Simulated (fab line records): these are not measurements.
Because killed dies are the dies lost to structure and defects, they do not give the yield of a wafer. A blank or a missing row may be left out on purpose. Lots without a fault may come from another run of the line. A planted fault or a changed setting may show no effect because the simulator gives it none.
Split-lot trial | flow n5-finfet | route with 1938 steps; 7 lots, 39 wafers read

## ON THE SPLIT
At N5_BEOL_M12_ETCH_59 (etches BARC in N2/H2, target depth 89 nm, overetch 26.7 nm, time 67.9 s), the setting target-depth-a was moved away from the recipe's 890 angstrom on 15 of the 39 wafers read, by -59.4% to +47.6%. The other wafers ran this setting at the recipe's value.

## FROM THE SPLIT TO THE READING: what the file shows between them, 5 steps
- N5_BEOL_M12_VIA_ETCH_16: etches SiOC in C4F8/O2/Ar, target depth 724.8 nm
- N5_BEOL_M12_STRIP_63: strips in N2/H2
- N5_BEOL_M12_STRIP_64: strips in N2/H2
- N5_BEOL_M12_STRIP_71: strips in post etch residue remover, time 60 s
- N5_BEOL_M12_SRD_72: time 30 s, dry time 30 s

## THE READING
Shown in nm: cd-nm at N5_BEOL_M12_CD_MEAS_17, with target cd 140 nm. A value of 139.6 nm with a standard deviation of 1.7 nm is what fault-free wafers of this fab line usually give.

wafer  | tool, chamber at the split | target-depth-a as run, angstrom | against the recipe | cd-nm, nm | against lot-mates on the recipe
L077.1 | rie-diel-02, 0             | 890                             | recipe             | 141.0     | -
L077.2 | rie-diel-02, 3             | 1314                            | +47.6%             | 144.0     | +4.7
L077.3 | rie-diel-02, 2             | 890                             | recipe             | 138.3     | -
L077.4 | rie-diel-02, 1             | 890                             | recipe             | 138.6     | -
L077.5 | rie-diel-02, 3             | 1314                            | +47.6%             | 147.1     | +7.8
L077.6 | rie-diel-02, 0             | 1314                            | +47.6%             | 147.8     | +8.5
L078.1 | rie-diel-02, 1             | 890                             | recipe             | 140.1     | -
L078.2 | rie-diel-02, 0             | 890                             | recipe             | 139.8     | -
L078.3 | rie-diel-02, 3             | 890                             | recipe             | 139.4     | -
L078.4 | rie-diel-02, 2             | 890                             | recipe             | 139.4     | -
L078.5 | rie-diel-02, 1             | 890                             | recipe             | 139.9     | -
L078.6 | rie-diel-02, 0             | 890                             | recipe             | 140.2     | -
L079.3 | rie-diel-03, 0             | 890                             | recipe             | 142.0     | -
L079.4 | rie-diel-03, 3             | 890                             | recipe             | 143.8     | -
L079.5 | rie-diel-03, 1             | 890                             | recipe             | 140.3     | -
L081.1 | rie-diel-02, 0             | 890                             | recipe             | 141.7     | -
L081.2 | rie-diel-02, 1             | 380.7                           | -57.2%             | 132.1     | -9.3
L081.3 | rie-diel-02, 2             | 890                             | recipe             | 141.9     | -
L081.4 | rie-diel-02, 3             | 890                             | recipe             | 140.6     | -
L081.5 | rie-diel-02, 1             | 380.7                           | -57.2%             | 135.3     | -6.1
L081.6 | rie-diel-02, 0             | 380.7                           | -57.2%             | 133.4     | -8.0
L086.1 | rie-diel-01, 3             | 361.1                           | -59.4%             | 130.6     | -7.4
L086.2 | rie-diel-01, 1             | 890                             | recipe             | 136.7     | -
L086.3 | rie-diel-01, 2             | 890                             | recipe             | 139.3     | -
L086.4 | rie-diel-01, 0             | 361.1                           | -59.4%             | 129.0     | -9.0
L086.5 | rie-diel-01, 3             | 361.1                           | -59.4%             | 131.4     | -6.6
L086.6 | rie-diel-01, 0             | 890                             | recipe             | 137.9     | -
L087.1 | rie-diel-01, 1             | 729.2                           | -18.1%             | 137.4     | -1.0
L087.2 | rie-diel-01, 2             | 729.2                           | -18.1%             | 137.7     | -0.7
L087.3 | rie-diel-01, 3             | 890                             | recipe             | 136.8     | -
L087.4 | rie-diel-01, 0             | 890                             | recipe             | 137.8     | -
L087.5 | rie-diel-01, 0             | 890                             | recipe             | 140.5     | -
L087.6 | rie-diel-01, 3             | 729.2                           | -18.1%             | 136.8     | -1.6
L096.1 | rie-diel-03, 1             | 890                             | recipe             | 141.3     | -
L096.2 | rie-diel-03, 0             | 890                             | recipe             | 142.0     | -
L096.3 | rie-diel-03, 3             | 890                             | recipe             | 140.3     | -
L096.4 | rie-diel-03, 0             | 1043                            | +17.2%             | 144.4     | +3.2
L096.5 | rie-diel-03, 3             | 1043                            | +17.2%             | 143.0     | +1.8
L096.6 | rie-diel-03, 1             | 1043                            | +17.2%             | 142.7     | +1.5

FIT RESULTS
A straight line over all 39 wafers: cd-nm changes by +0.139 nm for each +1% of target-depth-a; r = +0.92; the points scatter about the line by 1.7 nm.
The same after taking each lot's own level away (the mean of its wafers on the recipe; 39 wafers): +0.134 nm for each +1%; r = +0.95; scatter 1.1 nm.
On that fit, the largest move of target-depth-a shifts the reading by 8 nm.
Across the lots, their own levels run from 137.97 to 142.03 nm, a range of 2.4 times the standard deviation given above.
Consequently the slope shifts little with the lot-to-lot level, the two slopes agreeing.
Check: with one of the wafers moved furthest among these (-59.4%) left out of the fit, the line predicts -7.88 nm for it against its lot-mates. Against them it came out at -7.37 nm.

## OTHER SPLITS ON THESE WAFERS
Other splits were also applied to these wafers ahead of the reading. Each is held against what the fit with the lots' levels taken away leaves over:
other split on the same wafers    | wafers away from the commonest value | r with cd-nm (lot level and that fit taken away)
N5_BEOL_M10_TRENCH_ETCH_37 time-s | 15                                   | +0.14

## THE WHOLE CHAIN: every reading that the file lists as answering this split, in the file's order
step                    | what it does                                                            | reading                                                                          | change (the file's fit)                                                              | r (the file's)
N5_BEOL_M12_ETCH_59     | etches BARC in N2/H2, target depth 89 nm, overetch 26.7 nm, time 67.9 s | etch.depth-nm (the simulator's own value, which no gauge read)                   | not straight: 64.27 at the lowest setting, 89.07 at the recipe, 89.03 at the highest | not given
N5_BEOL_M12_ETCH_59     | etches BARC in N2/H2, target depth 89 nm, overetch 26.7 nm, time 67.9 s | coat_of_BEOL_M12_COAT_04.thk-nm (the simulator's own value, which no gauge read) | -0.49 nm for each +1% of the setting                                                 | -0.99
N5_BEOL_M12_VIA_ETCH_16 | etches SiOC in C4F8/O2/Ar, target depth 724.8 nm                        | coat_of_BEOL_M12_COAT_04.thk-nm (the simulator's own value, which no gauge read) | -0.507 nm for each +1% of the setting                                                | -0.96
N5_BEOL_M12_STRIP_63    | strips in N2/H2                                                         | strip-time-to-endpoint-s                                                         | withheld for each +1% of the setting                                                 | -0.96
N5_BEOL_M12_CD_MEAS_17  | target cd 140 nm                                                        | cd-nm                                                                            | +0.133 nm for each +1% of the setting                                                | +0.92

## THE FILE'S OWN FIT
cd-nm changes by +0.133 nm for each +1% of target-depth-a, r = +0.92.
